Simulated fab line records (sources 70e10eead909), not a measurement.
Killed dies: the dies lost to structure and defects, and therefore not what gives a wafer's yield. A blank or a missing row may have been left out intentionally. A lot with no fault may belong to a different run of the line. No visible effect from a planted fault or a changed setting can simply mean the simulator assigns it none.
A struck lot beside a sound one    flow nandHarc    15 out of 1302 route steps
Sound: these wafers, L664.1, L664.2, L664.5. Struck: wafers L674.1, L674.3, L674.5. The cause is named last.
For every step that has rows: the tool of each side, followed by ch and its chambers, followed by its first start. Under that, the readings that differ: sound wafers    struck wafers    difference of the means    sigmas: that difference in standard deviations of wafers without a fault.
alike: words and numbers the same on both sides, and readings whose means are apart by under 2 such deviations; not compared: readings that were withheld, readings missing a value for some wafer, numbers with overlapping values and no deviation given by the record, and bounds like >300 which may hide the same value.
Wherever a step has rows on one side only, a row that says differs or no value, or a row with sigmas, the two part there. Non-overlapping numbers with no deviation appear without sigmas and do not part them. Lack of a reading on every wafer of one side parts them only where that side has two or more wafers.

NHARC_A_STAIRCASE_TRIM_202: chemistry O2, time 211.2 s.
  sound: rieDiel-01 ch 0,1,3; struck: rieDiel-13 ch 0,2
  alike: drypumpMotorCurrentA, mfcArSccm, o2FlowSccm, oesProductAu, rfVppV, showerheadPlenumPTorr, throttleValvePct
  not compared: rfHoursCounterH
NHARC_A_STAIRCASE_ETCH_203: etches the open film in C4F8/O2, target depth 100 nm, time 40.5 s.
  sound: rieDiel-01 ch 1,2,3; struck: rieDiel-13 ch 1,2
  alike: oesProductAu, rfVppV
  not compared: rfHoursCounterH
NHARC_A_STAIRCASE_STRIP_205: strips in O2.
  sound on plasmaAsher-02 ch 0,1, day 16 10:50; struck on plasmaAsher-02 ch 0,1, day 22 03:23
  alike: drypumpMotorCurrentA, heaterPowerW
  not compared: rfHoursCounterH
then, 8 steps without rows for these wafers: NHARC_A_STAIRCASE_STRIP_206 (strips in SPM, time 900 s); NHARC_A_STAIRCASE_PRECLEAN_207 (cleans in SC1); NHARC_A_STAIRCASE_SRD_208; NHARC_A_STAIRCASE_DEHYDRATE_209 (time 120 s); NHARC_A_STAIRCASE_HMDS_210 (time 30 s); NHARC_A_STAIRCASE_COAT_211; NHARC_A_STAIRCASE_SOFTBAKE_212 (time 170 s); NHARC_A_STAIRCASE_EBR_213.
NHARC_A_STAIRCASE_EXPOSE_214: exposes mask STAIR 3.
  sound on krfScanner-03 ch 0, day 16 11:58; struck on krfScanner-01 ch 0, day 22 04:20
reading            sound              struck             difference  sigmas
exposureDoseMJCm2  31.25 31.22 31.20  23.67 23.66 23.65  -7.56       -99 or more
  alike: mask
then, 3 steps without rows for these wafers: NHARC_A_STAIRCASE_PEB_215 (peb time 130 s); NHARC_A_STAIRCASE_DEVELOP_216 (time 140 s); NHARC_END_SORT_01.

== WHERE THEY PART ==
Only at NHARC_A_STAIRCASE_EXPOSE_214, within this record.

WHY: the cause the simulator had injected
Process parameters drifting: krfScanner-01 at NHARC_A_STAIRCASE_EXPOSE_214, beginning at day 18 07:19. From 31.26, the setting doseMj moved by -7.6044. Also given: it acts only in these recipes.
